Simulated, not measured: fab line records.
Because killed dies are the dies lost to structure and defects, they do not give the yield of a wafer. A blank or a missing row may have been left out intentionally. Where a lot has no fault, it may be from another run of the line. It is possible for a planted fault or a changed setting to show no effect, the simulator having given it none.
fab line records + flow n5_finfet
record:
- lots: 6
- wafers: 17
- last_day: 20
route steps=1938 shown BEOL_M4@1026 PASSIVATION@1936
lots untouched by any fault: they come from a run of this same line in which no faults occurred
start_h: hours from the record's opening day to when the first of the lot's shown wafers began + wait_h: hours since the lot's step before + " unchanged from the row above + L1.1+2: several wafers, shown together as one row + - either no value or no given start + * or withheld: withheld + < > ~ a bound
route shown NAME@n: a module of which the file shows steps, and the number in the route of the first + usual: mean and standard deviation over wafers with no fault + same: alike in all rows + chamber/n: place in a boat + sites: each site's reading + _std_site: their standard deviation + _edge_site: mean of outer sites minus mean of inner sites + radius_mm: how far each site lies from the wafer's centre + mask NAME#n: copy n + behind: the tool/chamber that last shaped the wafer + hold: reason for holding the lot/hours on hold/outcome of the hold + device: which transistor (n, p or np) failed to switch + end of line: tests run on the same wafers once the route is complete + a step given without rows: its recipe and nothing more + killed: not the wafer's yield, but the dies lost to structure and defects at the first sort + map: the dies of a wafer, with x for killed, . for not killed, _ for no die there
set.NAME: the run value of the setting; set.NAME@STEP: its run value at that earlier step + model.NAME: the simulator's own value behind a step, which no gauge read
certain route steps with their lots: each step a table, each wafer a row
services: the hour from which a tool's chamber was out of use, counted from the record's first day as start_h (under 0 if before that day), plus the number of hours and why
== steps ==
step: N5_BEOL_M4_COAT_62
recipe:
- resist: SiARC
- temp_c: 220
- time_s: 60
- spin_rpm: 1500
- resist_thk_nm: 12
step: N5_BEOL_M4_COAT_73
recipe:
- resist: underlayer
- temp_c: 205
- time_s: 60
- spin_rpm: 1500
- resist_thk_nm: 5
step: N5_BEOL_M4_COAT_05
recipe:
- resist: CAR-EUV
- spin_rpm: 1500
- resist_thk_nm: 30
step: N5_BEOL_M4_EBR_07
recipe:
- solvent: PGMEA
- ebr_width_mm: 1.5
step: N5_BEOL_M4_SOFTBAKE_06
recipe:
- temp_c: 110
- time_s: 60
- resist: CAR-EUV
step: N5_BEOL_M4_EXPOSE_08
recipe:
- mask_id: M4
- na: 0.33
- source_shape: dipole
- sigma_inner: 0.369
- sigma_outer: 0.767
- polarization: unpolarized
- dose_mj: 41.25
step: N5_BEOL_M4_PEB_09
recipe:
- peb_temp_c: 100
- peb_time_s: 60
- resist: CAR-EUV
step: N5_BEOL_M4_DEVELOP_10
recipe:
- develop_time_s: 30
- developer: TMAH
- resist: CAR-EUV
- rinse_liquid: surfactant_rinse
- dry: air_spin
- dev_temp_c: 23
step: N5_BEOL_M4_CD_MEAS_11
recipe:
- target_cd_nm: 16.79
- landing_energy_ev: 500
- detector: se_inlens
- polarity: opening
usual:
- cd_nm: 16.83/0.23
same:
- landing_energy_ev: 500
| lot.wafer | tool      | chamber | start_h | wait_h | cd_nm |
|-----------|-----------|---------|---------|--------|-------|
| L770.1    | cd_sem-03 | 0       | 183.11  | -      | 16.94 |
| L770.2    | "         | 0       | "       | "      | 16.63 |
| L770.6    | "         | 0       | "       | "      | 16.68 |
| L774.2    | cd_sem-03 | 0       | 221.90  | -      | 16.65 |
| L774.5    | "         | 0       | "       | "      | 16.56 |
| L774.6    | "         | 0       | "       | "      | 16.79 |
| L783.1    | cd_sem-03 | 0       | 295.50  | -      | 16.82 |
| L783.2    | "         | 0       | "       | "      | 16.92 |
| L783.5    | "         | 0       | "       | "      | 16.88 |
| L775.3    | cd_sem-02 | 0       | 321.04  | -      | 17.17 |
| L775.4    | "         | 0       | "       | "      | 17.04 |
| L775.5    | "         | 0       | "       | "      | 16.68 |
| L792.4    | cd_sem-03 | 0       | 343.42  | -      | 16.87 |
| L792.5    | "         | 0       | "       | "      | 16.80 |
| L790.3    | cd_sem-01 | 0       | 345.05  | -      | 16.42 |
| L790.4    | "         | 0       | "       | "      | 16.69 |
| L790.5    | "         | 0       | "       | "      | 16.43 |
step: N5_BEOL_M4_OVL_MEAS_12
recipe:
- points_per_wafer: 522
usual:
- M4_OVL: 0.2/0.64
| lot.wafer | tool       | chamber | start_h | wait_h | M4_OVL[nm] |
|-----------|------------|---------|---------|--------|------------|
| L770.1    | overlay-02 | 0       | 183.14  | 0.0    | 0.0        |
| L770.2    | "          | 0       | "       | "      | -0.7       |
| L770.6    | "          | 0       | "       | "      | -0.2       |
| L774.2    | overlay-01 | 0       | 221.93  | 0.0    | 0.3        |
| L774.5    | "          | 0       | "       | "      | 0.7        |
| L774.6    | "          | 0       | "       | "      | 0.8        |
| L783.1    | overlay-01 | 0       | 295.53  | 0.0    | 0.5        |
| L783.2    | "          | 0       | "       | "      | 0.8        |
| L783.5    | "          | 0       | "       | "      | -0.4       |
| L775.3    | overlay-02 | 0       | 321.08  | 0.0    | 0.1        |
| L775.4    | "          | 0       | "       | "      | 1.1        |
| L775.5    | "          | 0       | "       | "      | -0.9       |
| L792.4    | overlay-02 | 0       | 343.46  | 0.0    | -0.5       |
| L792.5    | "          | 0       | "       | "      | 0.4        |
| L790.3    | overlay-02 | 0       | 345.09  | 0.0    | -0.5       |
| L790.4    | "          | 0       | "       | "      | 0.4        |
| L790.5    | "          | 0       | "       | "      | 0.2        |
step: N5_BEOL_M4_INSPECT_13
recipe:
- mode: adi
- inspect_instrument: brightfield
usual:
- raw_defect_count: 424/110
| lot.wafer | tool              | chamber | start_h | wait_h | raw_defect_count |
|-----------|-------------------|---------|---------|--------|------------------|
| L770.1    | defect_inspect-01 | -       | 183.20  | 0.1    | 382              |
| L770.2    | "                 | -       | "       | "      | 423              |
| L770.6    | "                 | -       | "       | "      | 458              |
| L774.2    | defect_inspect-01 | -       | 221.99  | 0.0    | 533              |
| L774.5    | "                 | -       | "       | "      | 657              |
| L774.6    | "                 | -       | "       | "      | 414              |
| L783.1    | defect_inspect-01 | -       | 295.59  | 0.1    | 335              |
| L783.2    | "                 | -       | "       | "      | 366              |
| L783.5    | "                 | -       | "       | "      | 373              |
| L775.3    | defect_inspect-01 | -       | 321.13  | 0.0    | 479              |
| L775.4    | "                 | -       | "       | "      | 509              |
| L775.5    | "                 | -       | "       | "      | 451              |
| L792.4    | defect_inspect-02 | -       | 343.50  | 0.0    | 419              |
| L792.5    | "                 | -       | "       | "      | 466              |
| L790.3    | defect_inspect-01 | -       | 345.13  | 0.0    | 248              |
| L790.4    | "                 | -       | "       | "      | 488              |
| L790.5    | "                 | -       | "       | "      | 393              |
step: N5_BEOL_M4_DESCUM_16
recipe:
- chemistry: O2
- time_s: 7
- source_power_w: 50
- bias_power_w: 20
- pressure_mtorr: 20
- rf_frequency_hz: 2.712e+07
- temp_c: 40
- resist: CAR-EUV
- o2_flow_sccm: 225
usual:
- drypump_motor_current_A: 5.8/0.41
- oes_product_au: 0.76/0.085
- rf_vpp_V: 243.2/1.1
- showerhead_plenum_p_Torr: 2.10/0.04
- throttle_valve_pct: 20.38/0.17
| lot.wafer | tool        | chamber | start_h | wait_h | drypump_motor_current_A | oes_product_au | rf_hours_counter_h | rf_vpp_V | showerhead_plenum_p_Torr | throttle_valve_pct |
|-----------|-------------|---------|---------|--------|-------------------------|----------------|--------------------|----------|--------------------------|--------------------|
| L770.1    | rie_diel-04 | 3       | 183.24  | 0.0    | 5.3                     | 0.68           | 217                | 244.6    | 2.15                     | 20.52              |
| L770.2    | "           | 1       | "       | "      | 5.3                     | 0.70           | 209                | 245.2    | 2.15                     | 20.33              |
| L770.6    | "           | 3       | "       | "      | 5.3                     | 0.67           | -                  | 243.5    | 2.15                     | 20.52              |
| L774.2    | rie_diel-02 | 2       | 222.02  | 0.0    | 4.9                     | 0.73           | 178                | 242.3    | 2.09                     | 20.68              |
| L774.5    | "           | 3       | "       | "      | 5.8                     | 0.69           | -                  | 243.4    | 2.14                     | 20.51              |
| L774.6    | "           | 0       | "       | "      | 6.2                     | 0.83           | -                  | 243.2    | 2.12                     | 20.38              |
| L783.1    | rie_diel-05 | 0       | 295.89  | 0.3    | 6.1                     | 0.72           | 171                | 242.6    | 2.08                     | 20.50              |
| L783.2    | "           | 3       | "       | "      | 5.5                     | 0.71           | 209                | 244.5    | 2.15                     | 20.37              |
| L783.5    | "           | 3       | "       | "      | 5.5                     | 0.72           | -                  | 243.1    | 2.16                     | 20.37              |
| L775.3    | rie_diel-02 | 3       | 321.16  | 0.0    | 5.8                     | 0.92           | 21                 | 243.2    | 2.13                     | 20.19              |
| L775.4    | "           | 0       | "       | "      | 6.2                     | 0.79           | 119                | 244.6    | 2.11                     | 20.46              |
| L775.5    | "           | 2       | "       | "      | 4.9                     | 0.70           | -                  | 242.1    | 2.07                     | 20.75              |
| L792.4    | rie_diel-04 | 0       | 343.56  | 0.1    | 6.0                     | 0.89           | 28                 | 240.7    | 2.05                     | 20.03              |
| L792.5    | "           | 3       | "       | "      | 5.3                     | 0.92           | -                  | 244.0    | 2.13                     | 20.24              |
| L790.3    | rie_diel-04 | 3       | 345.17  | 0.0    | 5.3                     | 0.91           | 21                 | 244.1    | 2.13                     | 20.25              |
| L790.4    | "           | 0       | "       | "      | 6.0                     | 0.88           | -                  | 241.4    | 2.05                     | 20.04              |
| L790.5    | "           | 2       | "       | "      | 6.2                     | 0.69           | -                  | 242.2    | 2.07                     | 20.53              |
step: N5_BEOL_M4_ETCH_74
recipe:
- chemistry: N2/H2
- target: underlayer
- target_depth_a: 65
- mask_material: CAR-EUV
- time_s: 5.2
- ion_energy_ev: 200
- pressure_mtorr: 30
- source_w: 840
- bias_w: 150
- n2_flow_sccm: 200
- h2_flow_sccm: 200
- ends: cleared
usual:
- bias_w: 150.0/0.48
- drypump_motor_current_A: 5.8/0.41
- etch_rf_on_time_s: 5.19/0.058
- oes_product_au: 0.64/0.071
- rf_vpp_V: 524.0/1.8
- showerhead_plenum_p_Torr: 2.55/0.053
- throttle_valve_pct: 17.82/0.2
| lot.wafer | tool        | chamber | start_h | wait_h | bias_w | drypump_motor_current_A | etch_rf_on_time_s | oes_product_au | rf_hours_counter_h | rf_vpp_V | showerhead_plenum_p_Torr | throttle_valve_pct |
|-----------|-------------|---------|---------|--------|--------|-------------------------|-------------------|----------------|--------------------|----------|--------------------------|--------------------|
| L770.1    | rie_diel-04 | 3       | 183.27  | 0.0    | 149.3  | 5.4                     | 5.28              | 0.57           | 217                | 524.3    | 2.62                     | 18.06              |
| L770.2    | "           | 1       | "       | "      | 149.9  | 5.4                     | 5.30              | 0.58           | 209                | 524.3    | 2.63                     | 17.85              |
| L770.6    | "           | 3       | "       | "      | 150.0  | 5.4                     | 5.25              | 0.58           | -                  | 526.1    | 2.62                     | 18.04              |
| L774.2    | rie_diel-02 | 2       | 222.06  | 0.0    | 148.7  | 4.9                     | 5.20              | 0.62           | 178                | 520.8    | 2.53                     | 18.16              |
| L774.5    | "           | 3       | "       | "      | 150.0  | 5.8                     | 5.24              | 0.58           | -                  | 524.6    | 2.61                     | 18.13              |
| L774.6    | "           | 0       | "       | "      | 149.3  | 6.2                     | 5.30              | 0.70           | -                  | 525.8    | 2.57                     | 17.74              |
| L783.1    | rie_diel-05 | 0       | 295.93  | 0.0    | 150.4  | 6.1                     | 5.16              | 0.61           | 171                | 523.7    | 2.53                     | 17.94              |
| L783.2    | "           | 3       | "       | "      | 150.1  | 5.5                     | 5.26              | 0.61           | 209                | 525.5    | 2.63                     | 17.87              |
| L783.5    | "           | 3       | "       | "      | 150.0  | 5.5                     | 5.17              | 0.61           | -                  | 527.6    | 2.63                     | 17.86              |
| L775.3    | rie_diel-02 | 3       | 321.19  | 0.0    | 150.3  | 5.8                     | 5.15              | 0.78           | 21                 | 524.6    | 2.60                     | 17.75              |
| L775.4    | "           | 0       | "       | "      | 150.4  | 6.2                     | 5.33              | 0.67           | 119                | 524.0    | 2.55                     | 17.81              |
| L775.5    | "           | 2       | "       | "      | 150.3  | 4.9                     | 5.17              | 0.60           | -                  | 522.4    | 2.51                     | 18.27              |
| L792.4    | rie_diel-04 | 0       | 343.59  | 0.0    | 150.4  | 6.0                     | 3.29              | 0.97           | 28                 | 521.5    | 2.49                     | 17.56              |
| L792.5    | "           | 3       | "       | "      | 149.4  | 5.3                     | 3.30              | 1.01           | -                  | 524.0    | 2.60                     | 17.77              |
| L790.3    | rie_diel-04 | 3       | 345.20  | 0.0    | 150.7  | 5.4                     | 5.10              | 0.79           | 21                 | 525.4    | 2.60                     | 17.72              |
| L790.4    | "           | 0       | "       | "      | 150.0  | 6.0                     | 3.32              | 0.99           | -                  | 522.3    | 2.49                     | 17.56              |
| L790.5    | "           | 2       | "       | "      | 150.2  | 6.3                     | 3.30              | 0.78           | -                  | 525.5    | 2.50                     | 17.96              |
step: N5_BEOL_M4_ETCH_63
recipe:
- chemistry: CF4
- target: SiARC
- target_depth_a: 156
- mask_material: CAR-EUV
- time_s: 26
- ion_energy_ev: 80
- pressure_mtorr: 40
- source_w: 545
- bias_w: 36
- Ar_flow_sccm: 100
- cf4_flow_sccm: 100
- ends: cleared
usual:
- bias_w: 35.98/0.098
- drypump_motor_current_A: 5.8/0.41
- etch_rf_on_time_s: 25.96/0.29
- oes_product_au: 0.65/0.072
- rf_vpp_V: 184.1/0.91
- showerhead_plenum_p_Torr: 2.15/0.042
- throttle_valve_pct: 15.60/0.2
| lot.wafer | tool        | chamber | start_h | wait_h | bias_w | drypump_motor_current_A | etch_rf_on_time_s | oes_product_au | rf_hours_counter_h | rf_vpp_V | showerhead_plenum_p_Torr | throttle_valve_pct |
|-----------|-------------|---------|---------|--------|--------|-------------------------|-------------------|----------------|--------------------|----------|--------------------------|--------------------|
| L770.1    | rie_diel-04 | 3       | 183.29  | 0.0    | 35.83  | 5.3                     | 26.30             | 0.58           | 217                | 185.4    | 2.21                     | 15.84              |
| L770.2    | "           | 1       | "       | "      | 36.01  | 5.3                     | 26.21             | 0.60           | 209                | 183.9    | 2.21                     | 15.61              |
| L770.6    | "           | 3       | "       | "      | 35.82  | 5.3                     | 26.46             | 0.58           | -                  | 184.8    | 2.21                     | 15.84              |
| L774.2    | rie_diel-02 | 2       | 222.07  | 0.0    | 36.12  | 4.8                     | 25.96             | 0.62           | 178                | 184.1    | 2.13                     | 15.88              |
| L774.5    | "           | 3       | "       | "      | 36.13  | 5.8                     | 26.24             | 0.58           | -                  | 185.0    | 2.19                     | 15.82              |
| L774.6    | "           | 0       | "       | "      | 35.96  | 6.2                     | 26.11             | 0.70           | -                  | 183.9    | 2.16                     | 15.50              |
| L783.1    | rie_diel-05 | 0       | 295.94  | 0.0    | 35.70  | 6.1                     | 25.91             | 0.61           | 171                | 183.8    | 2.14                     | 15.71              |
| L783.2    | "           | 3       | "       | "      | 36.00  | 5.5                     | 26.64             | 0.61           | 209                | 185.1    | 2.21                     | 15.68              |
| L783.5    | "           | 3       | "       | "      | 35.92  | 5.5                     | 26.38             | 0.60           | -                  | 183.6    | 2.21                     | 15.67              |
| L775.3    | rie_diel-02 | 3       | 321.21  | 0.0    | 36.03  | 5.8                     | 25.62             | 0.79           | 21                 | 183.8    | 2.18                     | 15.37              |
| L775.4    | "           | 0       | "       | "      | 35.86  | 6.2                     | 26.40             | 0.67           | 119                | 184.0    | 2.15                     | 15.59              |
| L775.5    | "           | 2       | "       | "      | 36.13  | 4.9                     | 26.10             | 0.60           | -                  | 185.8    | 2.12                     | 15.96              |
| L792.4    | rie_diel-04 | 0       | 343.61  | 0.0    | 36.01  | 6.0                     | 25.56             | 0.76           | 28                 | 182.7    | 2.10                     | 15.19              |
| L792.5    | "           | 3       | "       | "      | 36.10  | 5.3                     | 25.52             | 0.79           | -                  | 184.5    | 2.19                     | 15.45              |
| L790.3    | rie_diel-04 | 3       | 345.22  | 0.0    | 36.03  | 5.3                     | 25.34             | 0.80           | 21                 | 185.1    | 2.19                     | 15.46              |
| L790.4    | "           | 0       | "       | "      | 35.89  | 6.0                     | 25.60             | 0.76           | -                  | 185.7    | 2.10                     | 15.20              |
| L790.5    | "           | 2       | "       | "      | 35.99  | 6.3                     | 25.67             | 0.60           | -                  | 183.7    | 2.11                     | 15.74              |
step: N5_BEOL_M4_RC_MEAS_101
usual:
- DIBL_N: 36.0/1.3
- DIBL_P: 36.2/1.7
- IOFF_N: 0.155/0.024
- IOFF_P: 0.21/0.034
- ION_N: 674/9
- ION_P: 463/7.1
- SS_N: 71.4/0.5
- SS_P: 73.4/0.57
- VT_N: 250.0/2.8
- VT_P: -251/3.2
| lot.wafer | tool      | chamber | start_h | wait_h | DIBL_N[mV/V] | DIBL_P[mV/V] | IOFF_N[nA/um] | IOFF_P[nA/um] | ION_N[uA/um] | ION_P[uA/um] | SS_N[mV/dec] | SS_P[mV/dec] | VT_N[mV] | VT_P[mV] |
|-----------|-----------|---------|---------|--------|--------------|--------------|---------------|---------------|--------------|--------------|--------------|--------------|----------|----------|
| L770.1    | prober-01 | 0       | 210.79  | 0.0    | 36.7         | 36.9         | 0.152         | 0.21          | 668          | 462          | 71.1         | 73.7         | 251.2    | -252     |
| L770.2    | "         | 0       | "       | "      | 36.1         | 36.2         | 0.143         | 0.20          | 675          | 464          | 70.9         | 73.5         | 251.1    | -254     |
| L770.6    | "         | 0       | "       | "      | 35.3         | 34.5         | 0.120         | 0.17          | 660          | 459          | 70.6         | 73.1         | 253.2    | -255     |
| L774.2    | prober-01 | 0       | 258.69  | 0.2    | 35.1         | 36.7         | 0.147         | 0.21          | 679          | 468          | 71.7         | 73.2         | 252.9    | -251     |
| L774.5    | "         | 0       | "       | "      | 35.3         | 36.2         | 0.147         | 0.21          | 676          | 464          | 71.3         | 73.6         | 249.4    | -251     |
| L774.6    | "         | 0       | "       | "      | 37.6         | 39.5         | 0.193         | 0.27          | 686          | 476          | 71.2         | 74.4         | 248.3    | -246     |
| L783.1    | prober-01 | 0       | 314.91  | 0.0    | 37.1         | 38.4         | 0.193         | 0.27          | 678          | 475          | 71.6         | 73.7         | 247.1    | -246     |
| L783.2    | "         | 0       | "       | "      | 35.7         | 36.5         | 0.167         | 0.25          | 684          | 475          | 71.8         | 73.3         | 246.7    | -246     |
| L783.5    | "         | 0       | "       | "      | 35.7         | 36.7         | 0.166         | 0.24          | 673          | 468          | 71.3         | 73.4         | 247.9    | -245     |
| L775.3    | prober-02 | 0       | 347.60  | 0.3    | 36.5         | 37.7         | 0.170         | 0.21          | 685          | 462          | 71.5         | 74.0         | 247.0    | -250     |
| L775.4    | "         | 0       | "       | "      | 37.6         | 38.7         | 0.187         | 0.23          | 672          | 460          | 71.6         | 74.2         | 249.8    | -250     |
| L775.5    | "         | 0       | "       | "      | 37.2         | 37.9         | 0.179         | 0.21          | 671          | 457          | 71.6         | 73.6         | 248.8    | -252     |
| L792.4    | prober-01 | 0       | 358.96  | 0.5    | 35.1         | 35.0         | 0.140         | 0.17          | 657          | 447          | 71.4         | 72.9         | 251.9    | -254     |
| L792.5    | "         | 0       | "       | "      | 34.3         | 34.7         | 0.136         | 0.17          | 669          | 459          | 71.5         | 73.0         | 253.0    | -255     |
| L790.3    | prober-01 | 0       | 369.74  | 0.3    | 36.5         | 37.8         | 0.169         | 0.22          | 677          | 467          | 72.0         | 73.8         | 246.4    | -251     |
| L790.4    | "         | 0       | "       | "      | 36.6         | 38.2         | 0.188         | 0.24          | 689          | 471          | 72.0         | 73.6         | 246.5    | -249     |
| L790.5    | "         | 0       | "       | "      | 36.4         | 37.4         | 0.172         | 0.22          | 679          | 462          | 71.7         | 73.4         | 246.8    | -250     |
step: N5_PASSIVATION_PROBE_49
usual:
- defect_limited_yield: 90.8/1.7
- killed_at_M0_to_M3: 37/12
- killed_at_M4_up: 15/5.6
- killed_at_contacts: 13/6.9
- killed_at_front_end: 40/11
- killed_at_other: 4/3.2
- killed_dies: 109/20
- killed_open: 73/15
- killed_short: 35/8.3
- sort_bin_5_function: 5.4/1.1
- sort_bin_6_memory: 3.5/0.73
- sort_n_pass: 1071/20
- sort_yield_pct: 90.8/1.7
same:
- gross_dies: 1180
- killed_at_back_side: 0
- sort_bin_4_leakage[%]: 0
- sort_bin_8_speed[%]: 0
| lot.wafer | tool      | chamber | start_h | wait_h | defect_limited_yield[%] | killed_at_M0_to_M3 | killed_at_M4_up | killed_at_contacts | killed_at_front_end | killed_at_other | killed_dies | killed_open | killed_short | sort_bin_5_function[%] | sort_bin_6_memory[%] | sort_n_pass | sort_yield_pct[%] |
|-----------|-----------|---------|---------|--------|-------------------------|--------------------|-----------------|--------------------|---------------------|-----------------|-------------|-------------|--------------|------------------------|----------------------|-------------|-------------------|
| L774.2    | prober-02 | -       | 363.78  | 0.1    | 91.3                    | 34                 | 13              | 8                  | 38                  | 10              | 103         | 77          | 25           | 4.6                    | 4.1                  | 1077        | 91.3              |
| L774.5    | prober-02 | -       | 363.93  | 0.2    | 92.0                    | 38                 | 10              | 15                 | 30                  | 1               | 94          | 69          | 25           | 4.6                    | 3.1                  | 1086        | 92.0              |
| L774.6    | prober-02 | -       | 363.98  | 0.3    | 89.6                    | 33                 | 15              | 15                 | 57                  | 3               | 123         | 80          | 40           | 5.8                    | 4.1                  | 1057        | 89.6              |
killed by level:class
L774.2 STI_FIN_REVEAL:geometric_particle:open=14 BEOL_M2:geometric_particle:open=13 MOL_CONTACT_COAG:geometric_particle:open=7 BEOL_M1:geometric_particle:open=7 FIN_SAQP:geometric_particle:open=6 BEOL_M3:geometric_particle:open=4 BEOL_M4:geometric_particle:open=4 GATE_CUT:geometric_particle:open=3
L774.5 MOL_CONTACT_COAG:geometric_particle:open=13 BEOL_M0_SAQP:geometric_particle:open=9 BEOL_M2:geometric_particle:open=9 BEOL_M3:geometric_particle:open=9 FIN_SAQP:geometric_particle:open=8 STI_FIN_REVEAL:geometric_particle:open=4 BEOL_M4:geometric_particle:open=4 STARTING-WAFER:geometric_particle:open=4
L774.6 BEOL_M2:geometric_particle:open=15 FIN_SAQP:geometric_particle:open=13 FIN_SAQP:geometric_particle:short=11 MOL_CONTACT_COAG:geometric_particle:open=11 STI_FIN_REVEAL:geometric_particle:open=9 BEOL_M4:geometric_particle:open=6 GATE_CUT:geometric_particle:short=5 DUMMY_GATE:geometric_particle:open=4
== services ==
| tool        | chamber | start_h | hours | kind                          |
|-------------|---------|---------|-------|-------------------------------|
| rie_diel-02 | -       | 187.57  | 0.5   | repair                        |
| rie_diel-05 | 1       | 217.15  | 4.6   | repair                        |
| rie_diel-02 | 1       | 217.15  | 5.2   | repair                        |
| rie_diel-04 | 3       | 230.56  | 7.6   | repair                        |
| rie_diel-02 | 3       | 237.75  | -     | clean                         |
| rie_diel-02 | 3       | 237.75  | -     | consumable_replace:esc        |
| rie_diel-02 | 3       | 237.75  | -     | consumable_replace:focus_ring |
| rie_diel-02 | 3       | 237.75  | 29.9  | scheduled_down                |
| rie_diel-04 | 0       | 244.50  | -     | clean                         |
| rie_diel-04 | 0       | 244.50  | -     | consumable_replace:focus_ring |
| rie_diel-04 | 0       | 244.50  | 19.1  | scheduled_down                |
| rie_diel-04 | 0       | 244.50  | 19.1  | vent_cycle                    |
| rie_diel-04 | 2       | 263.68  | 2.8   | repair                        |
| rie_diel-04 | 3       | 271.32  | -     | clean                         |
| rie_diel-04 | 3       | 271.32  | -     | consumable_replace:focus_ring |
| rie_diel-04 | 3       | 271.32  | 13.8  | scheduled_down                |
| rie_diel-04 | 3       | 271.32  | 13.8  | vent_cycle                    |
| rie_diel-04 | -       | 278.67  | 4.3   | pm                            |
| rie_diel-04 | 1       | 290.93  | -     | clean                         |
| rie_diel-04 | 1       | 290.93  | -     | consumable_replace:focus_ring |
| rie_diel-04 | 1       | 290.93  | 23.5  | scheduled_down                |
| rie_diel-04 | 1       | 290.93  | 23.5  | vent_cycle                    |
| rie_diel-05 | 1       | 302.74  | 4.3   | repair                        |
| rie_diel-02 | 2       | 303.28  | 3.9   | repair                        |
== key ==
first_sign:
- step: N5_BEOL_M4_ETCH_74
- reading: etch_rf_on_time_s
- direction: down
- sigmas: 33
- usual: *
- struck: *
effect:
- step: N5_BEOL_M4_ETCH_74
- reading: oes_product_au
- direction: up
- sigmas: 4.2
- usual: 0.64
- struck: 0.94
met_at N5_BEOL_M4_ETCH_74
struck_wafers L790.4,L790.5,L792.4,L792.5
onset_between 183.27 343.59
fault:
- kind: process_parameter_drift
- tool: rie_diel-04
- chamber: -
- onset_h: 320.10
- steps: N5_BEOL_M4_ETCH_74
- channel: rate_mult
- offset: 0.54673
- shape: step
- end_h: 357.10
- scope: struck_wafers_only
